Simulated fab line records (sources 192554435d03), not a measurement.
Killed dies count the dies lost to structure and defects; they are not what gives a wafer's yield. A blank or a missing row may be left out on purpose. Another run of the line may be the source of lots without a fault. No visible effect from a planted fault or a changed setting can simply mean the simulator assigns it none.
fab line records :: flow n5-finfet :: part 2 of 2: steps 22 to 31 of 31
record
  lots=5
  wafers=15
  last-day=16
route steps=1938 shown BEOL_M3@973
lots that met no fault: taken from a fault-free run of the same line
start-h: start of the lot's first displayed wafer, in hours after the record's first day :: wait-h: how many hours have passed since the lot's step before this one :: " identical to the entry in the row above :: L1.1+2: several wafers, shown together as one row :: - either no value or no given start :: * or withheld: withheld :: < > ~ a bound
route shown NAME@n: NAME is a module with steps in the file, n the number in the route of the first one :: usual: the fault-free wafers' mean and standard deviation :: same: alike in all rows :: chamber/n: place in a boat :: sites: each site's reading :: _std_site: how widely they spread, as a standard deviation :: _edge_site: outer sites' mean less inner sites' :: radius-mm: for every site, how far away it sits from the centre of the wafer :: mask NAME#n: copy n :: behind: the most recent tool/chamber to have shaped the wafer :: hold: reason for holding the lot/hours on hold/outcome of the hold :: device: the transistor (n, p or np) that didn't switch :: end of line: the tests these same wafers got at the end of their route :: where a step has no rows: the recipe by itself :: killed: dies lost to structure and defects at the first sort, not the wafer's yield :: map: a wafer's dies, marking killed ones x, the rest . and places with no die _
set.NAME: the setting the step ran with; set.NAME@STEP: the setting that earlier step ran with :: model.NAME: the simulator's own value behind a step, which no gauge read
lots seen at some steps along the route; tables by step, rows by wafer
services: from which hour (start-h, from the record's first day; less than 0 if before it) a tool's chamber was out of use, for how many hours, and why
## steps
# step N5_BEOL_M3_SPUTTER_48
# recipe
  material=Cu
  target-thk-a=45
  temp-c=-20
  chamber-pressure-pa=0.07
  power-w=withheld
  time-s=8.29
# usual
  throttle-valve-pct=29.9/1
# same
  time-s=8.29
lot.wafer: L075.3
tool: pvd-sputter-01
chamber: -
start-h: 163.65
wait-h: 0.1
throttle-valve-pct: 30.2

lot.wafer: L075.5
tool: pvd-sputter-01
chamber: -
start-h: 163.65
wait-h: 0.1
throttle-valve-pct: 31.0

lot.wafer: L075.6
tool: pvd-sputter-01
chamber: -
start-h: 163.65
wait-h: 0.1
throttle-valve-pct: 29.2

lot.wafer: L078.4
tool: pvd-sputter-01
chamber: -
start-h: 170.00
wait-h: 1.1
throttle-valve-pct: 30.7

lot.wafer: L078.5
tool: pvd-sputter-01
chamber: -
start-h: 170.00
wait-h: 1.1
throttle-valve-pct: 30.6

lot.wafer: L078.6
tool: pvd-sputter-01
chamber: -
start-h: 170.00
wait-h: 1.1
throttle-valve-pct: 30.7

lot.wafer: L079.4
tool: pvd-sputter-02
chamber: -
start-h: 180.71
wait-h: 0.1
throttle-valve-pct: 30.3

lot.wafer: L079.5
tool: pvd-sputter-02
chamber: -
start-h: 180.71
wait-h: 0.1
throttle-valve-pct: 29.1

lot.wafer: L079.6
tool: pvd-sputter-02
chamber: -
start-h: 180.71
wait-h: 0.1
throttle-valve-pct: 28.6

lot.wafer: L091.2
tool: pvd-sputter-02
chamber: -
start-h: 251.31
wait-h: 0.8
throttle-valve-pct: 31.6

lot.wafer: L091.3
tool: pvd-sputter-02
chamber: -
start-h: 251.31
wait-h: 0.8
throttle-valve-pct: 28.7

lot.wafer: L091.4
tool: pvd-sputter-02
chamber: -
start-h: 251.31
wait-h: 0.8
throttle-valve-pct: 28.7

lot.wafer: L093.3
tool: pvd-sputter-01
chamber: -
start-h: 268.79
wait-h: 0.3
throttle-valve-pct: 30.7

lot.wafer: L093.5
tool: pvd-sputter-01
chamber: -
start-h: 268.79
wait-h: 0.3
throttle-valve-pct: 30.3

lot.wafer: L093.6
tool: pvd-sputter-01
chamber: -
start-h: 268.79
wait-h: 0.3
throttle-valve-pct: 29.6
# step N5_BEOL_M3_ANNEAL_49
# recipe
  temp-c=400
  time-s=240
  ambient=vacuum
# usual
  heater-power-w=868/110
# same
  time-s=240
lot.wafer: L075.3
tool: pvd-sputter-01
chamber: -
start-h: 163.74
wait-h: 0.0
heater-power-w: 866

lot.wafer: L075.5
tool: pvd-sputter-01
chamber: -
start-h: 163.74
wait-h: 0.0
heater-power-w: 812

lot.wafer: L075.6
tool: pvd-sputter-01
chamber: -
start-h: 163.74
wait-h: 0.0
heater-power-w: 736

lot.wafer: L078.4
tool: pvd-sputter-01
chamber: -
start-h: 170.09
wait-h: 0.0
heater-power-w: 826

lot.wafer: L078.5
tool: pvd-sputter-01
chamber: -
start-h: 170.09
wait-h: 0.0
heater-power-w: 806

lot.wafer: L078.6
tool: pvd-sputter-01
chamber: -
start-h: 170.09
wait-h: 0.0
heater-power-w: 931

lot.wafer: L079.4
tool: pvd-sputter-02
chamber: -
start-h: 180.79
wait-h: 0.0
heater-power-w: 960

lot.wafer: L079.5
tool: pvd-sputter-02
chamber: -
start-h: 180.79
wait-h: 0.0
heater-power-w: 883

lot.wafer: L079.6
tool: pvd-sputter-02
chamber: -
start-h: 180.79
wait-h: 0.0
heater-power-w: 755

lot.wafer: L091.2
tool: pvd-sputter-02
chamber: -
start-h: 251.39
wait-h: 0.0
heater-power-w: 867

lot.wafer: L091.3
tool: pvd-sputter-02
chamber: -
start-h: 251.39
wait-h: 0.0
heater-power-w: 772

lot.wafer: L091.4
tool: pvd-sputter-02
chamber: -
start-h: 251.39
wait-h: 0.0
heater-power-w: 877

lot.wafer: L093.3
tool: pvd-sputter-01
chamber: -
start-h: 268.87
wait-h: 0.0
heater-power-w: 799

lot.wafer: L093.5
tool: pvd-sputter-01
chamber: -
start-h: 268.87
wait-h: 0.0
heater-power-w: 859

lot.wafer: L093.6
tool: pvd-sputter-01
chamber: -
start-h: 268.87
wait-h: 0.0
heater-power-w: 731
# step N5_BEOL_M3_SPUTTER_79
# recipe
  material=Cu
  target-thk-a=45
  temp-c=-20
  chamber-pressure-pa=0.07
  power-w=withheld
  time-s=8.29
# usual
  throttle-valve-pct=29.9/1.1
# same
  time-s=8.29
lot.wafer: L075.3
tool: pvd-sputter-01
chamber: -
start-h: 163.89
wait-h: 0.1
throttle-valve-pct: 29.9

lot.wafer: L075.5
tool: pvd-sputter-01
chamber: -
start-h: 163.89
wait-h: 0.1
throttle-valve-pct: 30.8

lot.wafer: L075.6
tool: pvd-sputter-01
chamber: -
start-h: 163.89
wait-h: 0.1
throttle-valve-pct: 29.3

lot.wafer: L078.4
tool: pvd-sputter-01
chamber: -
start-h: 170.25
wait-h: 0.1
throttle-valve-pct: 31.1

lot.wafer: L078.5
tool: pvd-sputter-01
chamber: -
start-h: 170.25
wait-h: 0.1
throttle-valve-pct: 31.1

lot.wafer: L078.6
tool: pvd-sputter-01
chamber: -
start-h: 170.25
wait-h: 0.1
throttle-valve-pct: 30.8

lot.wafer: L079.4
tool: pvd-sputter-02
chamber: -
start-h: 180.93
wait-h: 0.1
throttle-valve-pct: 30.6

lot.wafer: L079.5
tool: pvd-sputter-02
chamber: -
start-h: 180.93
wait-h: 0.1
throttle-valve-pct: 28.8

lot.wafer: L079.6
tool: pvd-sputter-02
chamber: -
start-h: 180.93
wait-h: 0.1
throttle-valve-pct: 28.7

lot.wafer: L091.2
tool: pvd-sputter-02
chamber: -
start-h: 251.53
wait-h: 0.1
throttle-valve-pct: 31.6

lot.wafer: L091.3
tool: pvd-sputter-02
chamber: -
start-h: 251.53
wait-h: 0.1
throttle-valve-pct: 28.7

lot.wafer: L091.4
tool: pvd-sputter-02
chamber: -
start-h: 251.53
wait-h: 0.1
throttle-valve-pct: 29.0

lot.wafer: L093.3
tool: pvd-sputter-01
chamber: -
start-h: 269.01
wait-h: 0.1
throttle-valve-pct: 30.9

lot.wafer: L093.5
tool: pvd-sputter-01
chamber: -
start-h: 269.01
wait-h: 0.1
throttle-valve-pct: 29.7

lot.wafer: L093.6
tool: pvd-sputter-01
chamber: -
start-h: 269.01
wait-h: 0.1
throttle-valve-pct: 29.3
# step N5_BEOL_M3_ANNEAL_80
# recipe
  temp-c=400
  time-s=240
  ambient=vacuum
# usual
  heater-power-w=869/110
# same
  time-s=240
lot.wafer: L075.3
tool: pvd-sputter-01
chamber: -
start-h: 163.98
wait-h: 0.0
heater-power-w: 868

lot.wafer: L075.5
tool: pvd-sputter-01
chamber: -
start-h: 163.98
wait-h: 0.0
heater-power-w: 796

lot.wafer: L075.6
tool: pvd-sputter-01
chamber: -
start-h: 163.98
wait-h: 0.0
heater-power-w: 740

lot.wafer: L078.4
tool: pvd-sputter-01
chamber: -
start-h: 170.35
wait-h: 0.0
heater-power-w: 802

lot.wafer: L078.5
tool: pvd-sputter-01
chamber: -
start-h: 170.35
wait-h: 0.0
heater-power-w: 802

lot.wafer: L078.6
tool: pvd-sputter-01
chamber: -
start-h: 170.35
wait-h: 0.0
heater-power-w: 930

lot.wafer: L079.4
tool: pvd-sputter-02
chamber: -
start-h: 181.01
wait-h: 0.0
heater-power-w: 920

lot.wafer: L079.5
tool: pvd-sputter-02
chamber: -
start-h: 181.01
wait-h: 0.0
heater-power-w: 893

lot.wafer: L079.6
tool: pvd-sputter-02
chamber: -
start-h: 181.01
wait-h: 0.0
heater-power-w: 775

lot.wafer: L091.2
tool: pvd-sputter-02
chamber: -
start-h: 251.61
wait-h: 0.0
heater-power-w: 870

lot.wafer: L091.3
tool: pvd-sputter-02
chamber: -
start-h: 251.61
wait-h: 0.0
heater-power-w: 764

lot.wafer: L091.4
tool: pvd-sputter-02
chamber: -
start-h: 251.61
wait-h: 0.0
heater-power-w: 898

lot.wafer: L093.3
tool: pvd-sputter-01
chamber: -
start-h: 269.09
wait-h: 0.0
heater-power-w: 800

lot.wafer: L093.5
tool: pvd-sputter-01
chamber: -
start-h: 269.09
wait-h: 0.0
heater-power-w: 850

lot.wafer: L093.6
tool: pvd-sputter-01
chamber: -
start-h: 269.09
wait-h: 0.0
heater-power-w: 731
# step N5_BEOL_M3_SPUTTER_81
# recipe
  material=Cu
  target-thk-a=45
  temp-c=-20
  chamber-pressure-pa=0.07
  power-w=withheld
  time-s=8.29
# usual
  throttle-valve-pct=29.9/1.1
# same
  time-s=8.29
lot.wafer: L075.3
tool: pvd-sputter-01
chamber: -
start-h: 164.13
wait-h: 0.1
throttle-valve-pct: 30.0

lot.wafer: L075.5
tool: pvd-sputter-01
chamber: -
start-h: 164.13
wait-h: 0.1
throttle-valve-pct: 30.6

lot.wafer: L075.6
tool: pvd-sputter-01
chamber: -
start-h: 164.13
wait-h: 0.1
throttle-valve-pct: 29.6

lot.wafer: L078.4
tool: pvd-sputter-01
chamber: -
start-h: 170.51
wait-h: 0.1
throttle-valve-pct: 30.7

lot.wafer: L078.5
tool: pvd-sputter-01
chamber: -
start-h: 170.51
wait-h: 0.1
throttle-valve-pct: 31.0

lot.wafer: L078.6
tool: pvd-sputter-01
chamber: -
start-h: 170.51
wait-h: 0.1
throttle-valve-pct: 31.0

lot.wafer: L079.4
tool: pvd-sputter-02
chamber: -
start-h: 181.15
wait-h: 0.1
throttle-valve-pct: 30.4

lot.wafer: L079.5
tool: pvd-sputter-02
chamber: -
start-h: 181.15
wait-h: 0.1
throttle-valve-pct: 28.6

lot.wafer: L079.6
tool: pvd-sputter-02
chamber: -
start-h: 181.15
wait-h: 0.1
throttle-valve-pct: 28.8

lot.wafer: L091.2
tool: pvd-sputter-02
chamber: -
start-h: 251.75
wait-h: 0.1
throttle-valve-pct: 31.3

lot.wafer: L091.3
tool: pvd-sputter-02
chamber: -
start-h: 251.75
wait-h: 0.1
throttle-valve-pct: 28.5

lot.wafer: L091.4
tool: pvd-sputter-02
chamber: -
start-h: 251.75
wait-h: 0.1
throttle-valve-pct: 28.8

lot.wafer: L093.3
tool: pvd-sputter-01
chamber: -
start-h: 269.23
wait-h: 0.1
throttle-valve-pct: 31.0

lot.wafer: L093.5
tool: pvd-sputter-01
chamber: -
start-h: 269.23
wait-h: 0.1
throttle-valve-pct: 30.2

lot.wafer: L093.6
tool: pvd-sputter-01
chamber: -
start-h: 269.23
wait-h: 0.1
throttle-valve-pct: 29.8
# step N5_BEOL_M3_ANNEAL_82
# recipe
  temp-c=400
  time-s=240
  ambient=vacuum
# usual
  heater-power-w=867/110
# same
  time-s=240
lot.wafer: L075.3
tool: pvd-sputter-01
chamber: -
start-h: 164.21
wait-h: 0.0
heater-power-w: 856

lot.wafer: L075.5
tool: pvd-sputter-01
chamber: -
start-h: 164.21
wait-h: 0.0
heater-power-w: 813

lot.wafer: L075.6
tool: pvd-sputter-01
chamber: -
start-h: 164.21
wait-h: 0.0
heater-power-w: 755

lot.wafer: L078.4
tool: pvd-sputter-01
chamber: -
start-h: 170.61
wait-h: 0.0
heater-power-w: 818

lot.wafer: L078.5
tool: pvd-sputter-01
chamber: -
start-h: 170.61
wait-h: 0.0
heater-power-w: 809

lot.wafer: L078.6
tool: pvd-sputter-01
chamber: -
start-h: 170.61
wait-h: 0.0
heater-power-w: 930

lot.wafer: L079.4
tool: pvd-sputter-02
chamber: -
start-h: 181.23
wait-h: 0.0
heater-power-w: 948

lot.wafer: L079.5
tool: pvd-sputter-02
chamber: -
start-h: 181.23
wait-h: 0.0
heater-power-w: 880

lot.wafer: L079.6
tool: pvd-sputter-02
chamber: -
start-h: 181.23
wait-h: 0.0
heater-power-w: 756

lot.wafer: L091.2
tool: pvd-sputter-02
chamber: -
start-h: 251.83
wait-h: 0.0
heater-power-w: 858

lot.wafer: L091.3
tool: pvd-sputter-02
chamber: -
start-h: 251.83
wait-h: 0.0
heater-power-w: 753

lot.wafer: L091.4
tool: pvd-sputter-02
chamber: -
start-h: 251.83
wait-h: 0.0
heater-power-w: 889

lot.wafer: L093.3
tool: pvd-sputter-01
chamber: -
start-h: 269.31
wait-h: 0.0
heater-power-w: 842

lot.wafer: L093.5
tool: pvd-sputter-01
chamber: -
start-h: 269.31
wait-h: 0.0
heater-power-w: 878

lot.wafer: L093.6
tool: pvd-sputter-01
chamber: -
start-h: 269.31
wait-h: 0.0
heater-power-w: 745
# step N5_BEOL_M3_SPUTTER_86
# recipe
  material=Cu
  target-thk-a=45
  temp-c=-20
  chamber-pressure-pa=0.07
  power-w=withheld
  time-s=8.29
# usual
  throttle-valve-pct=29.9/1
# same
  time-s=8.29
lot.wafer: L075.3
tool: pvd-sputter-01
chamber: -
start-h: 164.37
wait-h: 0.1
throttle-valve-pct: 29.7

lot.wafer: L075.5
tool: pvd-sputter-01
chamber: -
start-h: 164.37
wait-h: 0.1
throttle-valve-pct: 31.0

lot.wafer: L075.6
tool: pvd-sputter-01
chamber: -
start-h: 164.37
wait-h: 0.1
throttle-valve-pct: 29.6

lot.wafer: L078.4
tool: pvd-sputter-01
chamber: -
start-h: 170.77
wait-h: 0.1
throttle-valve-pct: 30.8

lot.wafer: L078.5
tool: pvd-sputter-01
chamber: -
start-h: 170.77
wait-h: 0.1
throttle-valve-pct: 30.7

lot.wafer: L078.6
tool: pvd-sputter-01
chamber: -
start-h: 170.77
wait-h: 0.1
throttle-valve-pct: 30.8

lot.wafer: L079.4
tool: pvd-sputter-02
chamber: -
start-h: 181.37
wait-h: 0.1
throttle-valve-pct: 30.3

lot.wafer: L079.5
tool: pvd-sputter-02
chamber: -
start-h: 181.37
wait-h: 0.1
throttle-valve-pct: 28.9

lot.wafer: L079.6
tool: pvd-sputter-02
chamber: -
start-h: 181.37
wait-h: 0.1
throttle-valve-pct: 29.0

lot.wafer: L091.2
tool: pvd-sputter-02
chamber: -
start-h: 251.97
wait-h: 0.1
throttle-valve-pct: 31.7

lot.wafer: L091.3
tool: pvd-sputter-02
chamber: -
start-h: 251.97
wait-h: 0.1
throttle-valve-pct: 28.8

lot.wafer: L091.4
tool: pvd-sputter-02
chamber: -
start-h: 251.97
wait-h: 0.1
throttle-valve-pct: 28.8

lot.wafer: L093.3
tool: pvd-sputter-01
chamber: -
start-h: 269.45
wait-h: 0.1
throttle-valve-pct: 31.0

lot.wafer: L093.5
tool: pvd-sputter-01
chamber: -
start-h: 269.45
wait-h: 0.1
throttle-valve-pct: 30.2

lot.wafer: L093.6
tool: pvd-sputter-01
chamber: -
start-h: 269.45
wait-h: 0.1
throttle-valve-pct: 29.3
# step N5_BEOL_M3_ANNEAL_87
# recipe
  temp-c=400
  time-s=240
  ambient=vacuum
# usual
  heater-power-w=869/110
# same
  time-s=240
lot.wafer: L075.3
tool: pvd-sputter-01
chamber: -
start-h: 164.45
wait-h: 0.0
heater-power-w: 873

lot.wafer: L075.5
tool: pvd-sputter-01
chamber: -
start-h: 164.45
wait-h: 0.0
heater-power-w: 816

lot.wafer: L075.6
tool: pvd-sputter-01
chamber: -
start-h: 164.45
wait-h: 0.0
heater-power-w: 750

lot.wafer: L078.4
tool: pvd-sputter-01
chamber: -
start-h: 170.86
wait-h: 0.0
heater-power-w: 812

lot.wafer: L078.5
tool: pvd-sputter-01
chamber: -
start-h: 170.86
wait-h: 0.0
heater-power-w: 821

lot.wafer: L078.6
tool: pvd-sputter-01
chamber: -
start-h: 170.86
wait-h: 0.0
heater-power-w: 940

lot.wafer: L079.4
tool: pvd-sputter-02
chamber: -
start-h: 181.45
wait-h: 0.0
heater-power-w: 948

lot.wafer: L079.5
tool: pvd-sputter-02
chamber: -
start-h: 181.45
wait-h: 0.0
heater-power-w: 888

lot.wafer: L079.6
tool: pvd-sputter-02
chamber: -
start-h: 181.45
wait-h: 0.0
heater-power-w: 746

lot.wafer: L091.2
tool: pvd-sputter-02
chamber: -
start-h: 252.05
wait-h: 0.0
heater-power-w: 870

lot.wafer: L091.3
tool: pvd-sputter-02
chamber: -
start-h: 252.05
wait-h: 0.0
heater-power-w: 752

lot.wafer: L091.4
tool: pvd-sputter-02
chamber: -
start-h: 252.05
wait-h: 0.0
heater-power-w: 879

lot.wafer: L093.3
tool: pvd-sputter-01
chamber: -
start-h: 269.53
wait-h: 0.0
heater-power-w: 823

lot.wafer: L093.5
tool: pvd-sputter-01
chamber: -
start-h: 269.53
wait-h: 0.0
heater-power-w: 876

lot.wafer: L093.6
tool: pvd-sputter-01
chamber: -
start-h: 269.53
wait-h: 0.0
heater-power-w: 756
# step N5_BEOL_M3_SPUTTER_88
# recipe
  material=Cu
  target-thk-a=45
  temp-c=-20
  chamber-pressure-pa=0.07
  power-w=withheld
  time-s=8.29
# usual
  throttle-valve-pct=29.9/1
# same
  time-s=8.29
lot.wafer: L075.3
tool: pvd-sputter-01
chamber: -
start-h: 164.60
wait-h: 0.1
throttle-valve-pct: 29.9

lot.wafer: L075.5
tool: pvd-sputter-01
chamber: -
start-h: 164.60
wait-h: 0.1
throttle-valve-pct: 30.8

lot.wafer: L075.6
tool: pvd-sputter-01
chamber: -
start-h: 164.60
wait-h: 0.1
throttle-valve-pct: 29.3

lot.wafer: L078.4
tool: pvd-sputter-01
chamber: -
start-h: 171.03
wait-h: 0.1
throttle-valve-pct: 30.8

lot.wafer: L078.5
tool: pvd-sputter-01
chamber: -
start-h: 171.03
wait-h: 0.1
throttle-valve-pct: 30.8

lot.wafer: L078.6
tool: pvd-sputter-01
chamber: -
start-h: 171.03
wait-h: 0.1
throttle-valve-pct: 30.7

lot.wafer: L079.4
tool: pvd-sputter-02
chamber: -
start-h: 181.59
wait-h: 0.1
throttle-valve-pct: 30.2

lot.wafer: L079.5
tool: pvd-sputter-02
chamber: -
start-h: 181.59
wait-h: 0.1
throttle-valve-pct: 28.8

lot.wafer: L079.6
tool: pvd-sputter-02
chamber: -
start-h: 181.59
wait-h: 0.1
throttle-valve-pct: 29.2

lot.wafer: L091.2
tool: pvd-sputter-02
chamber: -
start-h: 252.19
wait-h: 0.1
throttle-valve-pct: 31.7

lot.wafer: L091.3
tool: pvd-sputter-02
chamber: -
start-h: 252.19
wait-h: 0.1
throttle-valve-pct: 28.8

lot.wafer: L091.4
tool: pvd-sputter-02
chamber: -
start-h: 252.19
wait-h: 0.1
throttle-valve-pct: 28.6

lot.wafer: L093.3
tool: pvd-sputter-01
chamber: -
start-h: 269.67
wait-h: 0.1
throttle-valve-pct: 31.0

lot.wafer: L093.5
tool: pvd-sputter-01
chamber: -
start-h: 269.67
wait-h: 0.1
throttle-valve-pct: 29.9

lot.wafer: L093.6
tool: pvd-sputter-01
chamber: -
start-h: 269.67
wait-h: 0.1
throttle-valve-pct: 29.7
# step N5_BEOL_M3_ANNEAL_89
# recipe
  temp-c=400
  time-s=240
  ambient=vacuum
# usual
  heater-power-w=868/110
# same
  time-s=240
lot.wafer: L075.3
tool: pvd-sputter-01
chamber: -
start-h: 164.69
wait-h: 0.0
heater-power-w: 861

lot.wafer: L075.5
tool: pvd-sputter-01
chamber: -
start-h: 164.69
wait-h: 0.0
heater-power-w: 799

lot.wafer: L075.6
tool: pvd-sputter-01
chamber: -
start-h: 164.69
wait-h: 0.0
heater-power-w: 748

lot.wafer: L078.4
tool: pvd-sputter-01
chamber: -
start-h: 171.12
wait-h: 0.0
heater-power-w: 806

lot.wafer: L078.5
tool: pvd-sputter-01
chamber: -
start-h: 171.12
wait-h: 0.0
heater-power-w: 814

lot.wafer: L078.6
tool: pvd-sputter-01
chamber: -
start-h: 171.12
wait-h: 0.0
heater-power-w: 938

lot.wafer: L079.4
tool: pvd-sputter-02
chamber: -
start-h: 181.67
wait-h: 0.0
heater-power-w: 945

lot.wafer: L079.5
tool: pvd-sputter-02
chamber: -
start-h: 181.67
wait-h: 0.0
heater-power-w: 894

lot.wafer: L079.6
tool: pvd-sputter-02
chamber: -
start-h: 181.67
wait-h: 0.0
heater-power-w: 772

lot.wafer: L091.2
tool: pvd-sputter-02
chamber: -
start-h: 252.27
wait-h: 0.0
heater-power-w: 878

lot.wafer: L091.3
tool: pvd-sputter-02
chamber: -
start-h: 252.27
wait-h: 0.0
heater-power-w: 779

lot.wafer: L091.4
tool: pvd-sputter-02
chamber: -
start-h: 252.27
wait-h: 0.0
heater-power-w: 896

lot.wafer: L093.3
tool: pvd-sputter-01
chamber: -
start-h: 269.75
wait-h: 0.0
heater-power-w: 779

lot.wafer: L093.5
tool: pvd-sputter-01
chamber: -
start-h: 269.75
wait-h: 0.0
heater-power-w: 866

lot.wafer: L093.6
tool: pvd-sputter-01
chamber: -
start-h: 269.75
wait-h: 0.0
heater-power-w: 736
## services
tool: rie-diel-02
chamber: -
start-h: 140.34
hours: 0.4
kind: repair

tool: rie-diel-03
chamber: 2
start-h: 145.58
hours: -
kind: clean

tool: rie-diel-03
chamber: 2
start-h: 145.58
hours: -
kind: consumable-replace:focus-ring

tool: rie-diel-03
chamber: 2
start-h: 145.58
hours: 13.5
kind: scheduled-down

tool: rie-diel-03
chamber: 2
start-h: 145.58
hours: 13.5
kind: vent-cycle

tool: rie-diel-03
chamber: 1
start-h: 149.89
hours: 4.6
kind: repair

tool: ald-metal-01
chamber: 3
start-h: 157.51
hours: 3.4
kind: repair

tool: ald-metal-01
chamber: 3
start-h: 188.50
hours: 7.2
kind: repair

tool: cvd-co-02
chamber: -
start-h: 209.17
hours: 1.3
kind: repair

tool: rie-diel-05
chamber: 0
start-h: 215.24
hours: 3.8
kind: repair

tool: ald-metal-02
chamber: 2
start-h: 230.35
hours: 24.7
kind: repair

tool: rie-diel-05
chamber: 0
start-h: 241.21
hours: -
kind: clean

tool: rie-diel-05
chamber: 0
start-h: 241.21
hours: -
kind: consumable-replace:focus-ring

tool: rie-diel-05
chamber: 0
start-h: 241.21
hours: 16.2
kind: scheduled-down

tool: rie-diel-05
chamber: 0
start-h: 241.21
hours: 16.2
kind: vent-cycle

tool: rie-diel-02
chamber: -
start-h: 243.38
hours: 28.1
kind: pm

tool: cvd-co-01
chamber: -
start-h: 247.06
hours: 14.6
kind: pm

tool: rie-diel-05
chamber: -
start-h: 253.86
hours: 0.2
kind: repair

tool: ald-metal-01
chamber: 1
start-h: 257.38
hours: 3.0
kind: repair
